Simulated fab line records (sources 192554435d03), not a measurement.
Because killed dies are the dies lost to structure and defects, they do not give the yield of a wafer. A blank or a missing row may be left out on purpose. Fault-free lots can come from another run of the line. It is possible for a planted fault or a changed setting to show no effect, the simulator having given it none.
fab line records | flow n5Finfet
record lots=24 wafers=72 lastDay=18
route steps=1938 shown BEOL_M8@1387 BEOL_M9@1448
lots with no fault: from the same line, run without faults
startH: the number of hours between the record's first day and the start of the first shown wafer of the lot | waitH: hours elapsed since this lot's preceding step | " same as the row above | L1.1+2: several wafers, shown together as one row | - no value, or no start given | * or withheld: withheld | < > ~ a bound
route shown NAME@n: names a module that has steps shown in the file, with the first one's number in the route | usual: average and standard deviation across the fault-free wafers | same: alike in all rows | chamber/n: place in a boat | sites: the reading at each site | _std_site: the standard deviation of these | _edge_site: outer sites' mean less inner sites' | radiusMm: how far each site lies from the wafer's centre | mask NAME#n: copy n | behind: the most recent tool/chamber to have shaped the wafer | hold: cause of the lot's hold/its duration in hours/its outcome | device: the transistor (n, p or np) that didn't switch | end of line: tests of these same wafers at the route's end | a step with no rows: only its recipe | killed: dies lost to structure and defects at the first sort, not the wafer's yield | map: shows each die of a wafer: x if killed, . if not, _ if none is there
set.NAME: the setting as run; set.NAME@STEP: as run at that earlier step | model.NAME: the simulator's own value behind a step, which no gauge read
a sample of lots followed through the steps of the route, with each step as a table and each wafer as a row
services: from which hour (startH, from the record's first day; less than 0 if before it) a tool's chamber was out of use, for how many hours, and why
## steps
# step N5_BEOL_M8_DEGAS_44
# recipe ambient=vacuum tempC=250 timeS=60
# usual heaterPowerW=319/29
# columns lot.wafer tool chamber startH waitH heaterPowerW
L074.3 pvdSputter-03 - 201.98 0.3 289
L074.4 " - " " 316
L074.5 " - " " 293
L075.1 pvdSputter-01 - 213.07 0.8 270
L075.3 " - " " 314
L075.6 " - " " 317
L076.1 pvdSputter-02 - 221.06 0.3 279
L076.3 " - " " 319
L076.4 " - " " 374
L079.1 pvdSputter-01 - 234.73 0.6 268
L079.4 " - " " 338
L079.6 " - " " 347
L077.1 pvdSputter-01 - 237.97 0.3 348
L077.3 " - " " 314
L077.6 " - " " 278
L078.1 pvdSputter-02 - 238.24 0.3 285
L078.4 " - " " 380
L078.5 " - " " 281
L080.1 pvdSputter-02 - 242.93 2.0 332
L080.3 " - " " 368
L080.5 " - " " 333
L081.1 pvdSputter-01 - 254.83 1.2 321
L081.2 " - " " 344
L081.5 " - " " 273
L082.1 pvdSputter-02 - 258.94 0.6 370
L082.5 " - " " 316
L082.6 " - " " 282
L083.4 pvdSputter-01 - 269.75 0.2 276
L083.5 " - " " 348
L083.6 " - " " 315
L084.2 pvdSputter-02 - 279.43 0.5 331
L084.4 " - " " 372
L084.5 " - " " 316
L086.1 pvdSputter-03 - 281.79 0.5 287
L086.2 " - " " 321
L086.3 " - " " 333
L085.2 pvdSputter-01 - 288.91 0.8 355
L085.4 " - " " 313
L085.6 " - " " 332
L087.1 pvdSputter-01 - 289.19 0.4 337
L087.2 " - " " 266
L087.6 " - " " 345
L088.1 pvdSputter-02 - 290.22 0.4 284
L088.4 " - " " 322
L088.6 " - " " 288
L090.3 pvdSputter-02 - 307.73 0.5 326
L090.4 " - " " 284
L090.5 " - " " 320
L089.2 pvdSputter-02 - 307.81 0.4 382
L089.3 " - " " 318
L089.5 " - " " 286
L092.2 pvdSputter-02 - 313.61 0.2 285
L092.3 " - " " 339
L092.5 " - " " 326
L091.2 pvdSputter-02 - 313.73 0.5 285
L091.4 " - " " 372
L091.6 " - " " 332
L093.1 pvdSputter-02 - 324.66 0.4 335
L093.4 " - " " 325
L093.6 " - " " 279
L094.1 pvdSputter-03 - 327.04 0.9 289
L094.3 " - " " 316
L094.4 " - " " 287
L096.3 pvdSputter-02 - 340.71 0.2 283
L096.4 " - " " 290
L096.5 " - " " 332
L095.2 pvdSputter-03 - 341.15 0.3 331
L095.3 " - " " 287
L095.4 " - " " 288
L097.2 pvdSputter-01 - 350.65 0.4 348
L097.3 " - " " 330
L097.4 " - " " 319
# step N5_BEOL_M8_ANNEAL_51
# recipe tempC=225 timeS=90 ambient=N2
# usual annealTempC=224.96/0.18 wafer_temp_C_max=226.29/0.29
# columns lot.wafer tool chamber startH waitH annealTempC wafer_temp_C_max
L074.3 rtpAnneal-02 0 203.02 0.1 225.11 226.41
L074.4 " 0 " " 225.38 226.19
L074.5 " 0 " " 225.40 226.07
L075.1 rtpAnneal-02 0 213.96 0.1 225.32 226.26
L075.3 " 0 " " 225.10 226.01
L075.6 " 0 " " 224.94 226.58
L076.1 rtpAnneal-02 0 223.53 0.2 224.95 226.83
L076.3 " 0 " " 224.97 226.54
L076.4 " 0 " " 225.19 226.68
L079.1 rtpAnneal-01 0 236.51 0.7 224.64 226.03
L079.4 " 0 " " 224.95 226.27
L079.6 " 0 " " 224.97 226.13
L077.1 rtpAnneal-02 0 239.03 0.3 224.87 226.23
L077.3 " 0 " " 225.21 226.30
L077.6 " 0 " " 225.07 226.20
L078.1 rtpAnneal-01 0 239.36 0.4 225.10 226.28
L078.4 " 0 " " 224.98 225.88
L078.5 " 0 " " 224.96 226.33
L080.1 rtpAnneal-02 0 244.02 0.1 224.88 226.41
L080.3 " 0 " " 224.93 226.43
L080.5 " 0 " " 224.66 226.36
L081.1 rtpAnneal-01 0 256.37 0.5 225.11 226.07
L081.2 " 0 " " 225.10 225.93
L081.5 " 0 " " 225.03 226.43
L082.1 rtpAnneal-02 0 261.32 0.1 224.81 225.92
L082.5 " 0 " " 225.00 226.33
L082.6 " 0 " " 224.98 225.92
L083.4 rtpAnneal-02 0 272.26 1.5 224.84 226.20
L083.5 " 0 " " 224.99 225.91
L083.6 " 0 " " 225.13 226.75
L084.2 rtpAnneal-02 0 280.73 0.4 224.92 226.67
L084.4 " 0 " " 224.87 226.26
L084.5 " 0 " " 224.73 226.32
L086.1 rtpAnneal-01 0 282.68 0.1 224.97 226.03
L086.2 " 0 " " 224.95 226.12
L086.3 " 0 " " 224.88 226.23
L085.2 rtpAnneal-01 0 289.94 0.1 224.61 225.72
L085.4 " 0 " " 225.06 226.26
L085.6 " 0 " " 225.02 225.95
L087.1 rtpAnneal-01 0 290.57 0.3 225.01 225.89
L087.2 " 0 " " 225.33 226.43
L087.6 " 0 " " 225.14 226.03
L088.1 rtpAnneal-02 0 291.24 0.1 225.06 226.35
L088.4 " 0 " " 224.99 226.13
L088.6 " 0 " " 225.01 226.70
L089.2 rtpAnneal-02 0 308.80 0.1 224.78 226.55
L089.3 " 0 " " 224.72 226.02
L089.5 " 0 " " 224.56 226.70
L090.3 rtpAnneal-02 0 309.20 0.1 225.04 227.01
L090.4 " 0 " " 224.95 226.09
L090.5 " 0 " " 224.83 226.68
L092.2 rtpAnneal-01 0 314.95 0.1 224.77 225.89
L092.3 " 0 " " 224.88 226.91
L092.5 " 0 " " 224.89 226.46
L091.2 rtpAnneal-02 0 315.28 0.3 225.13 226.03
L091.4 " 0 " " 224.76 226.13
L091.6 " 0 " " 225.00 226.24
L093.1 rtpAnneal-01 0 325.59 0.1 224.97 226.33
L093.4 " 0 " " 224.81 226.79
L093.6 " 0 " " 224.83 226.05
L094.1 rtpAnneal-02 0 328.71 0.1 224.78 226.39
L094.3 " 0 " " 224.70 226.63
L094.4 " 0 " " 224.83 227.28
L096.3 rtpAnneal-01 0 341.61 0.1 224.66 225.95
L096.4 " 0 " " 224.87 226.62
L096.5 " 0 " " 224.71 226.71
L095.2 rtpAnneal-01 0 343.05 0.1 225.09 226.52
L095.3 " 0 " " 225.08 226.28
L095.4 " 0 " " 224.94 226.14
L097.2 rtpAnneal-02 0 351.89 0.1 224.97 226.27
L097.3 " 0 " " 225.20 226.10
L097.4 " 0 " " 224.80 226.00
# step N5_BEOL_M9_STRIP_80
# recipe chemistry=N2/H2 timeS=10 powerW=450 tempC=40 pressureMtorr=20 rfFrequencyHz=6e+07 biasPowerW=7 n2FlowSccm=200 h2FlowSccm=200
# usual drypumpMotorCurrentA=5.9/0.63 n2FlowSccm=200.0/0.61 oesProductAu=0.82/0.093 rfVppV=59.1/0.99 showerheadPlenumPTorr=2.56/0.096 tempC=40.00/0.1 throttleValvePct=23.58/0.26
# columns lot.wafer tool chamber startH waitH drypumpMotorCurrentA n2FlowSccm oesProductAu rfHoursCounterH rfVppV showerheadPlenumPTorr tempC throttleValvePct
L074.3 rieDiel-04 3 - - 6.7 200.5 0.67 222 59.1 2.40 40.15 23.21
L074.4 " 1 " " 5.4 200.1 0.93 18 57.8 2.58 39.94 23.44
L074.5 " 2 " " 6.1 200.5 0.70 - 59.8 2.50 39.97 23.82
L075.1 rieDiel-03 1 - - 6.1 199.4 0.72 157 60.1 2.65 40.03 23.60
L075.3 " 3 " " 6.4 200.3 0.88 28 59.4 2.69 39.92 23.27
L075.6 " 2 " " 5.5 200.5 0.72 - 59.5 2.51 40.03 24.06
L076.1 rieDiel-01 0 - - 5.9 200.8 0.91 39 61.1 2.69 40.03 23.27
L076.3 " 1 " " 4.7 199.9 0.93 14 60.0 2.60 40.05 23.62
L076.4 " 3 " " 6.2 198.9 0.76 125 59.4 2.45 40.13 23.43
L079.1 rieDiel-03 3 - - 6.5 200.0 0.88 31 60.2 2.69 40.08 23.27
L079.4 " 2 " " 5.5 199.9 0.71 207 60.5 2.51 39.99 24.06
L079.6 " 3 " " 6.5 199.3 0.88 - 60.2 2.69 39.99 23.28
L077.1 rieDiel-03 2 - - 5.5 200.3 0.72 208 58.1 2.51 40.13 24.06
L077.3 " 1 " " 6.1 199.4 0.72 163 60.1 2.64 40.14 23.61
L077.6 " 2 " " 5.5 199.6 0.71 - 59.0 2.51 40.10 24.05
L078.1 rieDiel-01 2 - - 6.5 199.9 0.93 11 58.3 2.49 40.04 23.74
L078.4 " 1 " " 4.7 199.6 0.92 17 59.5 2.60 39.90 23.65
L078.5 " 1 " " 4.7 200.4 0.93 - 58.4 2.60 39.96 23.64
L080.1 rieDiel-01 3 - - 6.2 200.5 0.75 130 58.2 2.44 39.92 23.46
L080.3 " 1 " " 4.7 200.6 0.90 20 59.3 2.60 40.22 23.65
L080.5 " 1 " " 4.7 200.5 0.90 - 58.7 2.60 39.92 23.63
L081.1 rieDiel-04 0 - - 5.4 200.0 0.74 185 59.3 2.63 39.96 23.99
L081.2 " 1 " " 5.4 200.6 0.89 32 58.9 2.58 39.96 23.45
L081.5 " 3 " " 6.7 201.1 0.66 - 58.2 2.40 40.10 23.22
L082.1 rieDiel-04 1 - - 5.4 200.3 0.89 34 57.4 2.58 40.02 23.47
L082.5 " 2 " " 6.1 200.2 1.00 - 59.5 2.49 39.96 23.55
L082.6 " 1 " " 5.5 199.6 0.88 - 59.6 2.58 40.07 23.47
L083.4 rieDiel-01 2 - - 6.6 199.7 0.91 21 60.9 2.49 40.09 23.76
L083.5 " 3 " " 6.2 200.1 0.75 - 58.9 2.44 39.96 23.47
L083.6 " 0 " " 5.9 199.4 0.89 - 57.9 2.69 40.13 23.29
L084.2 rieDiel-01 2 - - 6.6 199.7 0.90 23 58.1 2.49 39.92 23.75
L084.4 " 0 " " 5.8 200.2 0.87 - 58.9 2.68 40.13 23.29
L084.5 " 2 " " 6.6 200.9 0.90 - 58.6 2.48 40.09 23.77
L086.1 rieDiel-01 0 - - 5.9 199.9 0.87 57 58.9 2.68 40.01 23.30
L086.2 " 2 " " 6.6 198.6 0.90 24 58.3 2.48 39.87 23.74
L086.3 " 1 " " 4.7 200.9 0.89 31 59.1 2.59 40.00 23.65
L088.1 rieDiel-03 2 - - 5.5 199.8 0.69 224 59.6 2.50 40.19 24.09
L088.4 " 3 " " 6.4 199.8 0.85 49 60.1 2.68 39.92 23.31
L088.6 " 1 " " 6.1 199.7 0.70 - 59.7 2.64 40.16 23.63
L085.2 rieDiel-01 1 - - 4.7 199.2 0.88 34 59.0 2.59 39.98 23.66
L085.4 " 0 " " 5.8 199.6 0.88 59 59.3 2.68 39.78 23.29
L085.6 " 2 " " 6.6 200.5 0.89 - 57.7 2.48 39.87 23.75
L087.1 rieDiel-03 0 - - 5.2 199.2 0.71 204 59.8 2.41 39.81 23.42
L087.2 " 2 " " 5.5 199.8 0.70 224 58.9 2.50 40.07 24.07
L087.6 " 0 " " 5.2 199.9 0.71 - 58.8 2.41 39.91 23.40
L089.2 rieDiel-04 0 - - 5.4 199.8 0.73 203 60.1 2.63 40.16 24.00
L089.3 " 1 " " 5.4 200.2 0.85 50 59.3 2.57 39.97 23.48
L089.5 " 0 " " 5.4 201.4 0.73 - 56.8 2.63 39.97 23.99
L090.3 rieDiel-03 2 - - 5.5 200.1 0.70 232 58.8 2.50 40.10 24.09
L090.4 " 2 " " 5.5 200.8 0.70 - 58.9 2.50 39.84 24.09
L090.5 " 3 " " 6.5 201.5 0.84 - 60.8 2.68 39.86 23.31
L092.2 rieDiel-04 1 - - 5.4 200.6 0.86 54 58.6 2.57 40.13 23.49
L092.3 " 2 " " 6.1 198.5 0.93 21 58.4 2.49 39.95 23.57
L092.5 " 3 " " 6.8 199.9 1.00 - 59.1 2.71 39.97 22.96
L091.2 rieDiel-04 2 - - 6.1 199.2 0.93 21 57.9 2.49 40.04 23.54
L091.4 " 0 " " 5.3 201.0 0.72 207 59.1 2.62 39.94 23.97
L091.6 " 2 " " 6.1 200.0 0.93 - 58.7 2.49 39.85 23.56
L093.1 rieDiel-01 2 - - 6.6 200.8 0.88 37 59.7 2.48 40.23 23.77
L093.4 " 0 " " 5.9 199.9 0.86 69 59.1 2.68 40.02 23.30
L093.6 " 2 " " 6.6 201.1 0.87 - 59.6 2.48 40.12 23.77
L094.1 rieDiel-01 3 - - 6.2 199.5 0.74 152 58.5 2.43 40.03 23.48
L094.3 " 1 " " 4.7 200.2 0.87 45 59.7 2.59 39.94 23.67
L094.4 " 0 " " 5.9 198.6 0.86 69 61.7 2.68 39.97 23.32
L096.3 rieDiel-01 3 - - 6.2 200.6 0.73 155 58.2 2.43 40.10 23.49
L096.4 " 1 " " 4.7 200.5 0.87 49 58.2 2.59 39.99 23.69
L096.5 " 1 " " 4.7 200.9 0.86 - 60.2 2.59 39.93 23.69
L095.2 rieDiel-03 0 - - 5.1 200.3 0.70 214 56.2 2.41 39.97 23.43
L095.3 " 3 " " 6.4 199.5 0.84 68 60.5 2.68 40.00 23.33
L095.4 " 1 " " 6.1 199.8 0.70 197 58.8 2.63 39.91 23.64
L097.2 rieDiel-01 1 - - 4.7 200.4 0.86 52 60.7 2.59 40.14 23.69
L097.3 " 2 " " 6.6 199.0 0.86 45 56.9 2.48 40.18 23.80
L097.4 " 0 " " 5.8 199.1 0.85 76 60.2 2.68 40.19 23.33
# step N5_BEOL_M9_OCD_MEAS_38
# usual trenchDepthNm=152.5/2.2
# columns lot.wafer tool chamber startH waitH trenchDepthNm
L074.3 ocd-02 - 209.58 - 149.7
L074.4 " - " " 155.1
L074.5 " - " " 148.9
L075.1 ocd-01 - 228.46 - 151.8
L075.3 " - " " 153.3
L075.6 " - " " 153.2
L076.1 ocd-01 - 229.64 - 152.8
L076.3 " - " " 154.3
L076.4 " - " " 152.7
L079.1 ocd-02 - 240.15 - 151.8
L079.4 " - " " 149.1
L079.6 " - " " 151.6
L077.1 ocd-02 - 243.10 - 150.7
L077.3 " - " " 149.2
L077.6 " - " " 152.3
L078.1 ocd-01 - 245.21 - 155.9
L078.4 " - " " 155.9
L078.5 " - " " 156.1
L080.1 ocd-01 - 251.75 - 152.3
L080.3 " - " " 154.6
L080.5 " - " " 152.8
L081.1 ocd-02 - 260.57 - 149.3
L081.2 " - " " 153.6
L081.5 " - " " 149.1
L082.1 ocd-02 - 268.36 - 155.4
L082.5 " - " " 151.9
L082.6 " - " " 153.7
L083.4 ocd-02 - 278.66 - 156.3
L083.5 " - " " 153.6
L083.6 " - " " 153.4
L084.2 ocd-01 - 285.88 - 155.4
L084.4 " - " " 153.9
L084.5 " - " " 154.6
L086.1 ocd-01 - 288.34 - 153.3
L086.2 " - " " 156.2
L086.3 " - " " 152.8
L088.1 ocd-01 - 296.08 - 150.7
L088.4 " - " " 151.0
L088.6 " - " " 149.6
L085.2 ocd-02 - 296.41 - 153.9
L085.4 " - " " 152.8
L085.6 " - " " 154.2
L087.1 ocd-01 - 296.51 - 150.0
L087.2 " - " " 150.6
L087.6 " - " " 149.9
L089.2 ocd-01 - 313.22 - 152.2
L089.3 " - " " 155.8
L089.5 " - " " 149.7
L090.3 ocd-02 - 315.57 - 149.3
L090.4 " - " " 150.4
L090.5 " - " " 151.9
L092.2 ocd-02 - 323.83 - 154.7
L092.3 " - " " 151.8
L092.5 " - " " 152.7
L091.2 ocd-01 - 324.26 - 152.9
L091.4 " - " " 150.5
L091.6 " - " " 152.4
L093.1 ocd-02 - 330.64 - 156.0
L093.4 " - " " 155.0
L093.6 " - " " 153.8
L094.1 ocd-02 - 333.75 - 152.1
L094.3 " - " " 154.3
L094.4 " - " " 153.2
L096.3 ocd-01 - 347.61 - 153.0
L096.4 " - " " 153.8
L096.5 " - " " 153.8
L095.2 ocd-02 - 349.92 - 149.7
L095.3 " - " " 151.0
L095.4 " - " " 147.2
L097.2 ocd-01 - 356.18 - 152.9
L097.3 " - " " 155.0
L097.4 " - " " 153.6
# step N5_BEOL_M9_ALD_74
# recipe material=TaN targetThkA=20 tempC=275 aldPrecursorFamily=PDMAT aldCoReactant=NH3 pressureTorr=3 carrierFlowSccm=1500 pulseTimeS=2 purgeTimeS=3 coReactantPurgeTimeS=2 coReactantPulseTimeS=3 aldCycles=40 precursorVesselTempC=75 precursorVesselPressureTorr=26.25 precursorVesselCarrierSccm=1000
# usual heaterPowerOuterW=225/18 heaterPowerW=415/29 mfcCarrierSccm=1500/4.9
# same coReactantPulseTimeS=3 pulseTimeS=2
# columns lot.wafer tool chamber startH waitH heaterPowerOuterW heaterPowerW mfcCarrierSccm
L074.3 aldMetal-02 2 210.33 0.0 222 423 1508
L074.4 " 0 " " 227 361 1505
L074.5 " 0 " " 221 375 1501
L075.1 aldMetal-02 0 229.77 0.1 223 366 1500
L075.3 " 3 " " 210 383 1494
L075.6 " 3 " " 216 375 1508
L076.1 aldMetal-03 2 230.33 0.0 188 370 1506
L076.3 " 1 " " 242 424 1504
L076.4 " 0 " " 239 439 1496
L079.1 aldMetal-04 3 241.13 0.3 249 444 1492
L079.4 " 1 " " 248 442 1492
L079.6 " 0 " " 218 428 1500
L077.1 aldMetal-02 1 244.31 0.1 228 412 1500
L077.3 " 3 " " 210 373 1503
L077.6 " 2 " " 227 421 1498
L078.1 aldMetal-03 2 245.93 0.0 191 366 1500
L078.4 " 0 " " 245 441 1505
L078.5 " 0 " " 237 434 1500
L080.1 aldMetal-04 2 252.79 0.0 221 438 1490
L080.3 " 0 " " 222 435 1501
L080.5 " 2 " " 222 441 1494
L081.1 aldMetal-03 2 261.36 0.1 190 366 1500
L081.2 " 1 " " 236 432 1504
L081.5 " 1 " " 233 444 1495
L082.1 aldMetal-02 1 269.58 0.1 236 403 1511
L082.5 " 3 " " 212 387 1499
L082.6 " 2 " " 227 407 1504
L083.4 aldMetal-02 0 279.75 0.2 215 371 1500
L083.5 " 2 " " 228 414 1488
L083.6 " 1 " " 238 404 1503
L084.2 aldMetal-04 2 286.75 0.1 223 441 1498
L084.4 " 2 " " 226 433 1498
L084.5 " 3 " " 246 452 1502
L086.1 aldMetal-02 0 290.07 0.1 216 363 1510
L086.2 " 1 " " 226 409 1497
L086.3 " 2 " " 226 418 1502
L085.2 aldMetal-02 1 297.21 0.1 232 404 1498
L085.4 " 2 " " 230 415 1493
L085.6 " 0 " " 218 369 1500
L088.1 aldMetal-04 3 297.34 0.3 252 440 1505
L088.4 " 0 " " 220 437 1501
L088.6 " 3 " " 253 457 1502
L087.1 aldMetal-03 0 298.53 0.0 240 435 1500
L087.2 " 1 " " 236 434 1499
L087.6 " 1 " " 242 440 1503
L089.2 aldMetal-03 2 315.00 0.2 182 377 1491
L089.3 " 3 " " 214 417 1491
L089.5 " 2 " " 186 359 1499
L090.3 aldMetal-04 1 316.81 0.3 249 452 1499
L090.4 " 2 " " 227 440 1499
L090.5 " 0 " " 223 437 1504
L092.2 aldMetal-03 2 324.52 0.1 181 359 1498
L092.3 " 0 " " 236 435 1499
L092.5 " 3 " " 208 409 1498
L091.2 aldMetal-03 2 325.28 0.0 188 371 1504
L091.4 " 3 " " 216 416 1497
L091.6 " 2 " " 185 362 1499
L093.1 aldMetal-03 1 331.82 0.1 241 437 1493
L093.4 " 0 " " 240 441 1503
L093.6 " 2 " " 184 374 1505
L094.1 aldMetal-02 0 336.16 0.1 220 369 1501
L094.3 " 3 " " 208 383 1503
L094.4 " 1 " " 229 409 1505
L096.3 aldMetal-03 2 349.20 0.0 184 367 1508
L096.4 " 3 " " 217 408 1497
L096.5 " 0 " " 242 436 1498
L095.2 aldMetal-04 3 350.89 0.1 246 451 1499
L095.3 " 0 " " 225 446 1504
L095.4 " 1 " " 245 446 1508
L097.2 aldMetal-04 2 357.24 0.0 225 438 1506
L097.3 " 3 " " 253 460 1502
L097.4 " 0 " " 221 434 1498
# step N5_BEOL_M9_ANNEAL_51
# recipe tempC=225 timeS=90 ambient=N2
# usual annealTempC=224.99/0.19 wafer_temp_C_max=226.20/0.26
# columns lot.wafer tool chamber startH waitH annealTempC wafer_temp_C_max
L074.3 rtpAnneal-02 0 212.34 0.9 225.01 226.13
L074.4 " 0 " " 224.60 226.61
L074.5 " 0 " " 224.64 226.07
L075.1 rtpAnneal-01 0 231.06 0.4 224.76 226.35
L075.3 " 0 " " 224.92 226.09
L075.6 " 0 " " 224.68 226.42
L076.1 rtpAnneal-02 0 231.07 0.1 225.22 225.90
L076.3 " 0 " " 225.37 226.04
L076.4 " 0 " " 224.98 226.55
L079.1 rtpAnneal-02 0 243.24 0.1 225.00 225.85
L079.4 " 0 " " 225.12 225.80
L079.6 " 0 " " 225.22 226.07
L077.1 rtpAnneal-02 0 245.65 0.4 224.84 225.89
L077.3 " 0 " " 224.86 226.72
L077.6 " 0 " " 224.56 226.22
L078.1 rtpAnneal-02 0 247.75 0.2 225.02 226.48
L078.4 " 0 " " 224.87 226.31
L078.5 " 0 " " 225.29 226.03
L080.1 rtpAnneal-02 0 253.60 0.1 225.12 225.81
L080.3 " 0 " " 224.79 226.12
L080.5 " 0 " " 225.17 226.36
L081.1 rtpAnneal-01 0 262.29 0.2 224.77 225.96
L081.2 " 0 " " 224.89 225.89
L081.5 " 0 " " 224.91 226.65
L082.1 rtpAnneal-01 0 271.06 0.7 224.63 226.62
L082.5 " 0 " " 224.93 226.19
L082.6 " 0 " " 224.75 226.20
L083.4 rtpAnneal-02 0 281.09 0.4 225.11 226.30
L083.5 " 0 " " 225.09 226.12
L083.6 " 0 " " 225.03 226.07
L084.2 rtpAnneal-01 0 288.19 0.5 224.94 226.45
L084.4 " 0 " " 224.80 226.43
L084.5 " 0 " " 225.00 226.29
L086.1 rtpAnneal-02 0 290.96 0.1 225.13 226.24
L086.2 " 0 " " 225.07 226.12
L086.3 " 0 " " 224.96 225.89
L085.2 rtpAnneal-02 0 298.46 0.1 224.87 226.15
L085.4 " 0 " " 225.09 226.15
L085.6 " 0 " " 224.98 226.62
L088.1 rtpAnneal-01 0 298.77 0.1 224.95 226.07
L088.4 " 0 " " 225.04 226.03
L088.6 " 0 " " 224.81 226.46
L087.1 rtpAnneal-02 0 299.82 0.1 225.04 226.21
L087.2 " 0 " " 225.25 226.22
L087.6 " 0 " " 225.08 226.36
L089.2 rtpAnneal-01 0 315.87 0.1 224.92 226.28
L089.3 " 0 " " 225.11 226.40
L089.5 " 0 " " 225.14 226.14
L090.3 rtpAnneal-01 0 319.13 0.2 224.94 225.83
L090.4 " 0 " " 224.90 225.95
L090.5 " 0 " " 225.08 226.09
L092.2 rtpAnneal-01 0 325.33 0.1 225.13 225.95
L092.3 " 0 " " 224.98 225.89
L092.5 " 0 " " 225.12 225.81
L091.2 rtpAnneal-01 0 326.18 0.2 225.22 226.28
L091.4 " 0 " " 224.98 226.48
L091.6 " 0 " " 225.05 226.42
L093.1 rtpAnneal-02 0 332.58 0.1 225.09 225.99
L093.4 " 0 " " 225.06 226.13
L093.6 " 0 " " 224.90 226.33
L094.1 rtpAnneal-02 0 336.95 0.1 225.15 226.36
L094.3 " 0 " " 224.79 226.15
L094.4 " 0 " " 224.89 225.86
L096.3 rtpAnneal-01 0 350.71 0.1 225.61 225.94
L096.4 " 0 " " 225.06 226.34
L096.5 " 0 " " 225.25 226.43
L095.2 rtpAnneal-01 0 352.14 0.3 225.06 225.94
L095.3 " 0 " " 225.17 226.24
L095.4 " 0 " " 224.95 226.80
L097.2 rtpAnneal-02 0 359.52 1.0 225.16 226.40
L097.3 " 0 " " 225.24 226.25
L097.4 " 0 " " 225.00 226.23
## services
# columns tool chamber startH hours kind
rieDiel-01 2 178.99 - clean
rieDiel-04 3 193.45 8.9 repair
aldMetal-04 2 201.60 33.2 repair
aldMetal-03 - 203.37 8.7 pm
rieDiel-04 - 211.67 2.8 pm
rieDiel-01 - 217.33 9.7 repair
rieDiel-04 - 217.33 2.1 repair
rieDiel-01 - 229.97 2.8 pm
rieDiel-04 1 239.23 6.4 repair
rtpAnneal-01 - 240.37 4.2 pm
aldMetal-03 - 247.14 0.3 repair
aldMetal-02 - 248.30 8.7 pm
aldMetal-04 - 255.66 28.1 pm
aldMetal-02 3 277.92 12.6 repair
rieDiel-01 3 284.47 7.4 repair
aldMetal-02 1 286.05 3.5 repair
aldMetal-04 1 286.58 8.8 repair
aldMetal-04 2 295.31 13.8 repair
aldMetal-04 3 297.85 5.4 repair
aldMetal-02 1 323.36 7.8 repair
aldMetal-04 3 329.20 8.1 repair
aldMetal-02 - 337.25 14.0 pm
aldMetal-03 - 352.00 1.2 repair
pvdSputter-01 - 352.67 1.6 repair
## key
fault none
